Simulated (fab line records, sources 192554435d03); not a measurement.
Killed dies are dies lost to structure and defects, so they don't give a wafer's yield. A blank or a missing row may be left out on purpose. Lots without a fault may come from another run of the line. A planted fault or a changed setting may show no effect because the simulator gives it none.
fab line records | flow n5_finfet
record lots=7 wafers=21
route steps=1938 shown BEOL_M1@751 BEOL_M2@857 BEOL_M3@938
start_h: hours from the record's first day to the start of the lot's first wafer shown | wait_h: hours since the lot's step before | " the same as in the row above | L1.1+2: a row that stands for several wafers | - no value, or no start given | * or withheld: withheld | < > ~ a bound
route shown NAME@n: a module of which the file shows steps, and the number in the route of the first | usual: mean/standard deviation of fault-free wafers | same: alike in all rows | chamber/n: place in a boat | sites: the reading at each site | _std_site: their standard deviation | _edge_site: outer sites' mean less inner sites' | radius_mm: how far each site lies from the wafer's centre | mask NAME#n: copy n | behind: the tool/chamber that last shaped the wafer | hold: why the lot was held/for how many hours/how that ended | device: the transistor (n, p or np) that didn't switch | end of line: the same wafers' tests at the end of the route | a step without rows: its recipe alone | killed: dies lost to structure and defects at the first sort, not the wafer's yield | map: a wafer's dies, x killed, . not, _ none there
set.NAME: the setting as run; set.NAME@STEP: as run at that earlier step | model.NAME: the simulator's own value behind a step, which no gauge read
lots whose settings were changed on purpose; a table a step, a row a wafer
## steps
# step N5_BEOL_M1_ILD_DEP_00
# recipe material=SiOC target_thk_a=790 temp_c=350 precursor=DEMS/O2 pressure_torr=5 rf_w=500 time_s=15.3
# columns lot.wafer tool chamber start_h wait_h set.time_s model.SiOC_of_BEOL_M1_ILD_DEP_00.thk_nm
L082.4 pecvd-03 2 174.00 0.1 13.55 69.4
L082.5 " 1 " " 15.3 81.2
L082.6 " 0 " " 13.55 71.8
L088.2 pecvd-02 0 212.03 0.0 15.3 78.6
L088.3 " 1 " " 15.3 77.6
L088.5 " 1 " " 15.3 79.2
L092.3 pecvd-04 2 221.99 0.0 14.67 74.2
L092.4 " 0 " " 15.3 80.2
L092.6 " 1 " " 14.67 76
L090.2 pecvd-04 2 222.67 0.0 15.3 76
L090.4 " 1 " " 15.3 79.6
L090.6 " 2 " " 15.3 77.6
L091.1 pecvd-03 2 225.26 0.0 16.6 84.2
L091.4 " 1 " " 16.6 86.8
L091.6 " 2 " " 15.3 78.8
L096.1 pecvd-04 2 251.58 0.0 17.35 88.2
L096.3 " 0 " " 15.3 80.2
L096.5 " 0 " " 17.35 91.6
L095.1 pecvd-03 2 253.95 0.0 15.3 77.2
L095.2 " 1 " " 15.3 79.8
L095.5 " 2 " " 15.3 78.2
# step N5_BEOL_M1_THK_MEAS_01
# recipe reads=SiOC_of_BEOL_M1_ILD_DEP_00
# usual M1_ILD_THK=79.0/1.2
# columns lot.wafer tool chamber start_h wait_h set.time_s@BEOL_M1_ILD_DEP_00 M1_ILD_THK[nm]
L082.4 film_metro-02 - 174.06 0.0 13.55 69.4
L082.5 " - " " 15.3 81.2
L082.6 " - " " 13.55 71.8
L088.2 film_metro-01 - 212.10 0.1 15.3 78.7
L088.3 " - " " 15.3 77.6
L088.5 " - " " 15.3 79.2
L092.3 film_metro-01 - 222.06 0.1 14.67 74.1
L092.4 " - " " 15.3 80.1
L092.6 " - " " 14.67 75.9
L090.2 film_metro-02 - 222.74 0.1 15.3 76.0
L090.4 " - " " 15.3 79.6
L090.6 " - " " 15.3 77.7
L091.1 film_metro-01 - 225.32 0.0 16.6 84.2
L091.4 " - " " 16.6 86.8
L091.6 " - " " 15.3 78.8
L096.1 film_metro-02 - 251.67 0.1 17.35 88.3
L096.3 " - " " 15.3 80.1
L096.5 " - " " 17.35 91.5
L095.1 film_metro-01 - 254.02 0.0 15.3 77.2
L095.2 " - " " 15.3 80.0
L095.5 " - " " 15.3 78.1
# step N5_BEOL_M1_PECVD_72
# recipe material=SiO2 target_thk_a=160 temp_c=400 precursor=TEOS/O2 pressure_torr=5.5 rf_w=450 teos_flow_sccm=53.8 gas=O2 flow_sccm=3000 time_s=18
# columns lot.wafer tool chamber start_h wait_h set.time_s model.SiO2_of_BEOL_M1_PECVD_72.thk_nm
L082.4+5+6 pecvd-02 2,0,1 174.11 0.1 18 16
L088.2+3 pecvd-04 2,1 212.13 0.0 18 15.6
L088.5 " 0 " " 18 16
L092.3 pecvd-02 2 222.09 0.0 18 16
L092.4 " 0 " " 18 16.4
L092.6 " 2 " " 18 16.2
L090.2 pecvd-02 0 222.77 0.0 18 15.6
L090.4 " 2 " " 16.85 15
L090.6 " 0 " " 18 16.2
L091.1 pecvd-04 1 225.36 0.0 18 15.4
L091.4 " 0 " " 18 15.8
L091.6 " 1 " " 18 16
L096.1 pecvd-03 0 251.71 0.0 18 16
L096.3 " 2 " " 18 15.6
L096.5 " 1 " " 15.67 14.4
L095.1 pecvd-02 0 254.06 0.0 20.27 17.8
L095.2 " 2 " " 18 16
L095.5 " 1 " " 20.27 18.2
# step N5_BEOL_M2_DESCUM_16
# recipe chemistry=O2 time_s=7 source_power_w=50 bias_power_w=20 pressure_mtorr=20 rf_frequency_hz=2.712e+07 temp_c=40 resist=CAR-EUV o2_flow_sccm=225
# columns lot.wafer tool chamber start_h wait_h set.time_s model.CAR-EUV_of_BEOL_M2_COAT_05.thk_nm
L082.4+5 rie_diel-01 0,2 184.90 0.0 8.533 25.4
L082.6 " 3 " " 7 26
L088.2+5 rie_diel-03 1,0 228.74 0.0 7 26
L088.3 " 0 " " 7 26.2
L090.2+4 rie_diel-03 3,1 236.18 0.0 5.463 27
L090.6 " 3 " " 7 26.2
L092.3 rie_diel-03 0 238.04 0.0 8.052 25.2
L092.4+6 " 3 " " 7 26
L091.1+6 rie_diel-06 0 239.46 0.0 7 26
L091.4 " 3 " " 8.47 25.2
L096.1+3 rie_diel-01 0,2 262.79 0.0 7 26
L096.5 " 0 " " 7 26.2
L095.1 rie_diel-06 2 275.17 0.3 8.046 25.6
L095.2+5 " 1,0 " " 7 26.2
# step N5_BEOL_M2_COAT_67
# recipe resist=SOC temp_c=250 time_s=60 spin_rpm=1500 resist_thk_nm=60
# columns lot.wafer tool chamber start_h wait_h set.spin_rpm model.SOC_of_BEOL_M2_COAT_67.thk_nm
L082.4+6 litho_track-04 0 185.37 0.0 1500 60
L082.5 " 0 " " 1598 58.2
L088.2+5 litho_track-02 0 229.21 0.0 1500 60.4
L088.3 " 0 " " 1500 60.2
L090.2 litho_track-02 0 236.65 0.0 1500 60.2
L090.4 " 0 " " 1500 60
L090.6 " 0 " " 1589 58.6
L092.3+6 litho_track-02 0 238.97 0.0 1500 60.2
L092.4 " 0 " " 1500 60
L091.1+4 litho_track-03 0 239.93 0.0 1500 59.8
L091.6 " 0 " " 1644 57
L096.1+5 litho_track-04 0 263.26 0.0 1577 58.4
L096.3 " 0 " " 1500 60
L095.1 litho_track-03 0 275.79 0.0 1429 61.6
L095.2 " 0 " " 1500 59.8
L095.5 " 0 " " 1500 60
# step N5_BEOL_M2_COAT_68
# recipe resist=SiARC temp_c=220 time_s=60 spin_rpm=1500 resist_thk_nm=12
# step N5_BEOL_M2_COAT_76
# recipe resist=underlayer temp_c=205 time_s=60 spin_rpm=1500 resist_thk_nm=5
# step N5_BEOL_M2_ALD_98
# recipe material=SiO2 target_thk_a=25 temp_c=100 ald_precursor_family=BDEAS ald_co_reactant=O2-plasma pulse_time_s=1 co_reactant_pulse_time_s=1 purge_time_s=2 co_reactant_purge_time_s=2 ald_cycles=17 pressure_torr=2
# step N5_BEOL_M2_ETCHBACK_99
# recipe chemistry=CHF3 target=SiO2 target_depth_a=50 time_s=10.4 source_w=215 bias_w=47 Ar_flow_sccm=200 CHF3_flow_sccm=12 ion_energy_ev=100 pressure_mtorr=30
# step N5_BEOL_M2_ETCH_70
# recipe chemistry=N2/H2 target=SOC target_depth_a=800 overetch_a=240 mask_material=SiARC temp_c=40 time_s=130 ion_energy_ev=200 pressure_mtorr=30 source_w=840 bias_w=150 n2_flow_sccm=200 h2_flow_sccm=200
# columns lot.wafer tool chamber start_h wait_h set.spin_rpm@BEOL_M2_COAT_67 model.etch.depth_nm
L082.4 rie_diel-01 3 187.29 0.0 1500 59.94
L082.5 " 0 " " 1598 58.25
L082.6 " 1 " " 1500 60.03
L088.2 rie_diel-01 0 234.54 0.0 1500 60.33
L088.3 " 2 " " 1500 60.16
L088.5 " 2 " " 1500 60.36
L090.2 rie_diel-06 2 238.80 0.0 1500 60.28
L090.4 " 3 " " 1500 60.03
L090.6 " 0 " " 1589 58.51
L092.3+6 rie_diel-03 3,0 241.40 0.0 1500 60.19
L092.4 " 2 " " 1500 60.07
L091.1 rie_diel-06 2 242.59 0.0 1500 59.85
L091.4 " 3 " " 1500 59.76
L091.6 " 1 " " 1644 57.08
L096.1 rie_diel-01 1 267.84 0.0 1577 58.38
L096.3 " 2 " " 1500 59.92
L096.5 " 1 " " 1577 58.34
L095.1 rie_diel-06 1 281.46 0.0 1429 61.51
L095.2 " 2 " " 1500 59.8
L095.5 " 1 " " 1500 60.03
# step N5_BEOL_M2_STRIP_71
# recipe chemistry=N2/H2 temp_c=40 n2_flow_sccm=200 h2_flow_sccm=200 rf_frequency_hz=6e+07
# step N5_BEOL_M2_STRIP_78
# recipe chemistry=N2/H2 temp_c=40 n2_flow_sccm=200 h2_flow_sccm=200 rf_frequency_hz=6e+07
# step N5_BEOL_M2_VIA_ETCH_34
# recipe chemistry=C4F6/O2 target_depth_a=694 mask_material=SOC pressure_mtorr=15 ion_energy_ev=250 taper_deg=4 time_s=65.9 source_w=350 bias_w=170 Ar_flow_sccm=300 C4F6_flow_sccm=10 O2_flow_sccm=10
# columns lot.wafer tool chamber start_h wait_h set.spin_rpm@BEOL_M2_COAT_67 model.SOC_of_BEOL_M2_COAT_67.thk_nm
L082.4 rie_diel-01 3 187.39 0.0 1500 51.4
L082.5 " 0 " " 1598 50.4
L082.6 " 1 " " 1500 52.2
L088.2 rie_diel-01 0 234.64 0.0 1500 52.6
L088.3 " 2 " " 1500 51.8
L088.5 " 2 " " 1500 52
L090.2 rie_diel-06 2 238.91 0.0 1500 52.6
L090.4 " 3 " " 1500 52.2
L090.6 " 0 " " 1589 50
L092.3 rie_diel-03 3 241.51 0.0 1500 52.4
L092.4 " 2 " " 1500 52.2
L092.6 " 0 " " 1500 51.6
L091.1 rie_diel-06 2 242.70 0.0 1500 52.2
L091.4 " 3 " " 1500 51.8
L091.6 " 1 " " 1644 48.8
L096.1 rie_diel-01 1 267.95 0.0 1577 50.6
L096.3 " 2 " " 1500 51.6
L096.5 " 1 " " 1577 50.4
L095.1 rie_diel-06 1 281.57 0.0 1429 53.2
L095.2 " 2 " " 1500 52
L095.5 " 1 " " 1500 51.6
# step N5_BEOL_M3_COAT_05
# recipe resist=CAR-EUV spin_rpm=1500 resist_thk_nm=30
# columns lot.wafer tool chamber start_h wait_h set.spin_rpm model.CAR-EUV_of_BEOL_M3_COAT_05.thk_nm
L082.4 litho_track-01 0 - - 1500 29.8
L082.5+6 " 0 " " 1589 29
L088.2+3 litho_track-05 0 - - 1500 29.8
L088.5 " 0 " " 1500 30
L090.2+6 litho_track-03 0 - - 1406 31
L090.4 " 0 " " 1500 30
L092.3 litho_track-01 0 - - 1587 29
L092.4 " 0 " " 1500 30
L092.6 " 0 " " 1587 29.2
L091.1+4 litho_track-05 0 - - 1500 29.8
L091.6 " 0 " " 1500 30
L096.1 litho_track-01 0 - - 1500 30
L096.3+5 " 0 " " 1666 28.4
L095.1+2 litho_track-01 0 - - 1500 29.8
L095.5 " 0 " " 1608 28.8
# step N5_BEOL_M3_EXPOSE_08
# recipe mask_id=M3 na=0.33 source_shape=dipole sigma_inner=0.369 sigma_outer=0.767 polarization=unpolarized dose_mj=33
# columns lot.wafer tool chamber start_h wait_h mask set.dose_mj
L082.4+5 euv_scanner-01 0 194.32 - M3#0 31.99
L082.6 " 0 " " M3#0 33
L088.2+3+5 euv_scanner-01 0 239.46 - M3#0 33
L090.2+4+6 euv_scanner-02 0 245.92 - M3#0 33
L092.3+4+6 euv_scanner-01 0 247.22 - M3#0 35.16
L091.1+4 euv_scanner-02 0 249.66 - M3#0 33
L091.6 " 0 " " M3#0 30.9
L096.1+3 euv_scanner-02 0 273.35 - M3#0 31.7
L096.5 " 0 " " M3#0 33
L095.1 euv_scanner-01 0 287.14 - M3#0 34.13
L095.2+5 " 0 " " M3#0 33
# step N5_BEOL_M3_PEB_09
# recipe peb_temp_c=100 peb_time_s=60 resist=CAR-EUV
# step N5_BEOL_M3_DEVELOP_10
# recipe develop_time_s=30 developer=TMAH resist=CAR-EUV rinse_liquid=surfactant_rinse dry=air_spin dev_temp_c=23
# columns lot.wafer tool chamber start_h wait_h set.spin_rpm@BEOL_M3_COAT_05 model.CAR-EUV_of_BEOL_M3_COAT_05.thk_nm
L082.4 litho_track-03 0 - - 1500 29.2
L082.5+6 " 0 " " 1589 28.6
L088.2+3+5 litho_track-01 0 - - 1500 29.4
L090.2+6 litho_track-05 0 - - 1406 30.4
L090.4 " 0 " " 1500 29.6
L092.3+6 litho_track-05 0 - - 1587 28.6
L092.4 " 0 " " 1500 29.6
L091.1+4+6 litho_track-03 0 - - 1500 29.4
L096.1 litho_track-05 0 - - 1500 29.4
L096.3 " 0 " " 1666 27.8
L096.5 " 0 " " 1666 28
L095.1+2 litho_track-05 0 - - 1500 29.4
L095.5 " 0 " " 1608 28.4
# step N5_BEOL_M3_CD_MEAS_11
# recipe target_cd_nm=17.05 landing_energy_ev=500 detector=se_inlens polarity=opening
# usual cd_nm=16.97/0.24
# columns lot.wafer tool chamber start_h wait_h set.dose_mj@BEOL_M3_EXPOSE_08 cd_nm
L082.4 cd_sem-01 0 194.43 - 31.99 16.64
L082.5 " 0 " " 31.99 16.17
L082.6 " 0 " " 33 16.81
L088.2 cd_sem-03 0 239.58 - 33 16.86
L088.3 " 0 " " 33 16.85
L088.5 " 0 " " 33 17.26
L090.2 cd_sem-02 0 246.05 - 33 16.55
L090.4 " 0 " " 33 16.81
L090.6 " 0 " " 33 16.50
L092.3 cd_sem-03 0 247.34 - 35.16 18.33
L092.4 " 0 " " 35.16 18.11
L092.6 " 0 " " 35.16 18.38
L091.1 cd_sem-03 0 249.79 - 33 16.91
L091.4 " 0 " " 33 16.89
L091.6 " 0 " " 30.9 15.34
L096.1 cd_sem-03 0 273.48 - 31.7 16.18
L096.3 " 0 " " 31.7 16.42
L096.5 " 0 " " 33 17.40
L095.1 cd_sem-02 0 287.27 - 34.13 17.54
L095.2 " 0 " " 33 17.28
L095.5 " 0 " " 33 17.29
# step N5_BEOL_M3_DESCUM_16
# recipe chemistry=O2 time_s=7 source_power_w=50 bias_power_w=20 pressure_mtorr=20 rf_frequency_hz=2.712e+07 temp_c=40 resist=CAR-EUV o2_flow_sccm=225
# step N5_BEOL_M3_ETCH_74
# recipe chemistry=N2/H2 target=underlayer target_depth_a=65 mask_material=CAR-EUV time_s=5.2 ion_energy_ev=200 pressure_mtorr=30 source_w=840 bias_w=150 n2_flow_sccm=200 h2_flow_sccm=200 ends=cleared
# columns lot.wafer tool chamber start_h wait_h set.dose_mj@BEOL_M3_EXPOSE_08 model.BEOL_M3.cd_offset_nm
L082.4+5 rie_diel-05 0,2 194.58 0.0 31.99 -0.8
L082.6 " 1 " " 33 0
L088.2 rie_diel-02 1 239.82 0.0 33 -0.4
L088.3+5 " 0,2 " " 33 0
L090.2+4 rie_diel-05 1,2 246.20 0.0 33 0
L090.6 " 1 " " 33 -0.2
L092.3 rie_diel-05 1 247.49 0.0 35.16 1.4
L092.4 " 0 " " 35.16 1
L092.6 " 3 " " 35.16 1.6
L091.1 rie_diel-05 1 249.95 0.0 33 0
L091.4 " 3 " " 33 0.4
L091.6 " 0 " " 30.9 -1.6
L096.1 rie_diel-04 2 273.79 0.0 31.7 -1
L096.3 " 3 " " 31.7 -0.6
L096.5 " 3 " " 33 0.4
L095.1 rie_diel-05 0 287.42 0.0 34.13 0.6
L095.2 " 3 " " 33 0.6
L095.5 " 2 " " 33 0
# step N5_BEOL_M3_ETCH_63
# recipe chemistry=CF4 target=SiARC target_depth_a=156 mask_material=CAR-EUV time_s=26 ion_energy_ev=80 pressure_mtorr=40 source_w=545 bias_w=36 Ar_flow_sccm=100 cf4_flow_sccm=100 ends=cleared
# columns lot.wafer tool chamber start_h wait_h set.dose_mj@BEOL_M3_EXPOSE_08 model.BEOL_M3.cd_offset_nm
L082.4 rie_diel-05 0 194.60 0.0 31.99 -0.8
L082.5 " 2 " " 31.99 -0.6
L082.6 " 1 " " 33 0
L088.2 rie_diel-02 1 239.84 0.0 33 -0.4
L088.3+5 " 0,2 " " 33 0
L090.2+4 rie_diel-05 1,2 246.22 0.0 33 0
L090.6 " 1 " " 33 -0.2
L092.3+4 rie_diel-05 1,0 247.51 0.0 35.16 1.2
L092.6 " 3 " " 35.16 1.4
L091.1 rie_diel-05 1 249.96 0.0 33 0
L091.4 " 3 " " 33 0.2
L091.6 " 0 " " 30.9 -1.6
L096.1 rie_diel-04 2 273.80 0.0 31.7 -1
L096.3 " 3 " " 31.7 -0.4
L096.5 " 3 " " 33 0.6
L095.1 rie_diel-05 0 287.44 0.0 34.13 0.6
L095.2 " 3 " " 33 0.6
L095.5 " 2 " " 33 0.2
# step N5_BEOL_M3_ETCH_64
# recipe chemistry=N2/H2 target=SOC target_depth_a=750 overetch_a=150 mask_material=SiARC temp_c=40 time_s=112.5 ion_energy_ev=200 pressure_mtorr=30 source_w=840 bias_w=150 n2_flow_sccm=200 h2_flow_sccm=200
# step N5_BEOL_M3_STRIP_65
# recipe chemistry=N2/H2 temp_c=40 n2_flow_sccm=200 h2_flow_sccm=200 rf_frequency_hz=6e+07
# step N5_BEOL_M3_STRIP_75
# recipe chemistry=N2/H2 temp_c=40 n2_flow_sccm=200 h2_flow_sccm=200 rf_frequency_hz=6e+07
# step N5_BEOL_M3_STRIP_66
# recipe chemistry=CF4 resist=SiARC power_w=300 bias_power_w=75 pressure_mtorr=50 cf4_flow_sccm=150 rf_frequency_hz=6e+07
# step N5_BEOL_M3_HM_OPEN_17
# recipe chemistry=Cl2/BCl3 target_depth_a=200 overetch_a=60 target=TiN mask_material=SOC ion_energy_ev=150 pressure_mtorr=10 icp_w=1000 bias_w=126 Cl2_flow_sccm=53.25 bcl3_flow_sccm=21.75 Ar_flow_sccm=25
# columns lot.wafer tool chamber start_h wait_h set.dose_mj@BEOL_M3_EXPOSE_08 model.BEOL_M3.cd_offset_nm
L082.4 rie_metal-02 0 194.83 0.1 31.99 -0.8
L082.5 " 1 " " 31.99 -1
L082.6 " 0 " " 33 -0.2
L088.2 rie_metal-03 0 240.03 0.0 33 -0.2
L088.3 " 1 " " 33 0.2
L088.5 " 0 " " 33 0.6
L090.2 rie_metal-02 1 246.41 0.0 33 0.2
L090.4 " 1 " " 33 0
L090.6 " 0 " " 33 -0.4
L092.3+4 rie_metal-03 0,1 247.73 0.1 35.16 1
L092.6 " 1 " " 35.16 1.4
L091.1 rie_metal-03 1 250.16 0.0 33 -0.2
L091.4 " 1 " " 33 0.2
L091.6 " 1 " " 30.9 -1.4
L096.1 rie_metal-03 1 274.00 0.0 31.7 -0.8
L096.3 " 0 " " 31.7 -0.4
L096.5 " 1 " " 33 0.4
L095.1 rie_metal-03 0 287.64 0.0 34.13 0.8
L095.2 " 1 " " 33 0.4
L095.5 " 0 " " 33 0
# step N5_BEOL_M3_STRIP_19
# recipe chemistry=O2 power_w=400 temp_c=40 pressure_mtorr=30 rf_frequency_hz=6e+07 bias_power_w=0 overash_fraction=0.2 o2_flow_sccm=225
# step N5_BEOL_M3_PRECLEAN_42
# recipe chemistry=residue_remover time_s=60 temp_c=40
# step N5_BEOL_M3_SRD_43
# recipe time_s=30 temp_c=23 rinse_liquid=diw dry=ipa_marangoni
# step N5_BEOL_M3_CD_MEAS_35
# recipe target_cd_nm=18 target_cd_y_nm=21 polarity=opening
# usual cd_nm=18.0/0.39
# columns lot.wafer tool chamber start_h wait_h set.dose_mj@BEOL_M3_EXPOSE_08 cd_nm
L082.4 cd_sem-03 - 207.69 0.0 31.99 17.1
L082.5 " - " " 31.99 17.0
L082.6 " - " " 33 17.8
L088.2 cd_sem-03 - 241.93 0.0 33 17.8
L088.3 " - " " 33 18.0
L088.5 " - " " 33 18.6
L092.3 cd_sem-01 - 252.74 0.0 35.16 19.1
L092.4 " - " " 35.16 18.9
L092.6 " - " " 35.16 19.6
L090.2 cd_sem-02 - 259.52 0.0 33 18.9
L090.4 " - " " 33 18.1
L090.6 " - " " 33 18.0
L091.1 cd_sem-01 - 260.01 0.0 33 18.3
L091.4 " - " " 33 18.1
L091.6 " - " " 30.9 16.4
L096.1 cd_sem-03 - 286.59 0.0 31.7 17.3
L096.3 " - " " 31.7 17.5
L096.5 " - " " 33 18.4
L095.1 cd_sem-03 - 297.20 0.0 34.13 19.3
L095.2 " - " " 33 18.4
L095.5 " - " " 33 17.9
# step N5_BEOL_M3_SPUTTER_88
# recipe material=Cu target_thk_a=45 temp_c=-20 chamber_pressure_pa=0.07 power_w=withheld time_s=8.29
# columns lot.wafer tool chamber start_h wait_h set.time_s model.Cu_of_BEOL_M3_SPUTTER_88.thk_nm
L082.4 pvd_sputter-03 - 209.57 0.1 7.766 4.2
L082.5 " - " " 8.29 4.6
L082.6 " - " " 7.766 -
L088.2+5 pvd_sputter-03 - 243.61 0.1 8.29 4.6
L088.3 " - " " 8.29 4.8
L092.3+6 pvd_sputter-01 - 254.86 0.1 8.29 4.4
L092.4 " - " " 8.659 -
L090.2 pvd_sputter-02 - 261.27 0.1 9.278 5
L090.4 " - " " 8.29 4.6
L090.6 " - " " 9.278 -
L091.1 pvd_sputter-03 - 263.49 0.1 8.29 4.6
L091.4 " - " " 7.831 -
L091.6 " - " " 8.29 4.4
L096.1+3 pvd_sputter-02 - 288.89 0.1 8.97 -
L096.5 " - " " 8.29 4.6
L095.1+2 pvd_sputter-02 - 300.38 0.1 8.29 4.2
L095.5 " - " " 8.837 4.6
## key
split step=N5_BEOL_M1_ILD_DEP_00 setting=time_s stated=15.3 by=wafer
response step=N5_BEOL_M1_ILD_DEP_00 reading=model.SiOC_of_BEOL_M1_ILD_DEP_00.thk_nm change=+0.824 per=1% r=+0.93
response step=N5_BEOL_M1_THK_MEAS_01 reading=M1_ILD_THK change=+0.826 per=1% r=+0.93
split step=N5_BEOL_M1_PECVD_72 setting=time_s stated=18 by=wafer
response step=N5_BEOL_M1_PECVD_72 reading=model.SiO2_of_BEOL_M1_PECVD_72.thk_nm change=+0.134 per=1% r=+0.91
split step=N5_BEOL_M2_DESCUM_16 setting=time_s stated=7 by=wafer
response step=N5_BEOL_M2_DESCUM_16 reading=model.CAR-EUV_of_BEOL_M2_COAT_05.thk_nm change=-0.037 per=1% r=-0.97
split step=N5_BEOL_M2_COAT_67 setting=spin_rpm stated=1500 by=wafer
response step=N5_BEOL_M2_COAT_67 reading=model.SOC_of_BEOL_M2_COAT_67.thk_nm change=-0.292 per=1% r=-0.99
response step=N5_BEOL_M2_ETCH_70 reading=model.etch.depth_nm change=-0.287 per=1% r=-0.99
response step=N5_BEOL_M2_VIA_ETCH_34 reading=model.SOC_of_BEOL_M2_COAT_67.thk_nm change=-0.303 per=1% r=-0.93
split step=N5_BEOL_M3_COAT_05 setting=spin_rpm stated=1500 by=wafer
response step=N5_BEOL_M3_COAT_05 reading=model.CAR-EUV_of_BEOL_M3_COAT_05.thk_nm change=-0.146 per=1% r=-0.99
response step=N5_BEOL_M3_DEVELOP_10 reading=model.CAR-EUV_of_BEOL_M3_COAT_05.thk_nm change=-0.135 per=1% r=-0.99
split step=N5_BEOL_M3_EXPOSE_08 setting=dose_mj stated=33 by=wafer
response step=N5_BEOL_M3_CD_MEAS_11 reading=cd_nm change=+0.212 per=1% r=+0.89
response step=N5_BEOL_M3_ETCH_74 reading=model.BEOL_M3.cd_offset_nm change=+0.255 per=1% r=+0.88
response step=N5_BEOL_M3_ETCH_63 reading=model.BEOL_M3.cd_offset_nm change=+0.243 per=1% r=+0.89
response step=N5_BEOL_M3_HM_OPEN_17 reading=model.BEOL_M3.cd_offset_nm change=+0.221 per=1% r=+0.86
response step=N5_BEOL_M3_CD_MEAS_35 reading=cd_nm change=+0.278 per=1% r=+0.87
split step=N5_BEOL_M3_SPUTTER_88 setting=time_s stated=8.29 by=wafer
response step=N5_BEOL_M3_SPUTTER_88 reading=model.Cu_of_BEOL_M3_SPUTTER_88.thk_nm change=+0.0451 per=1% r=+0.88
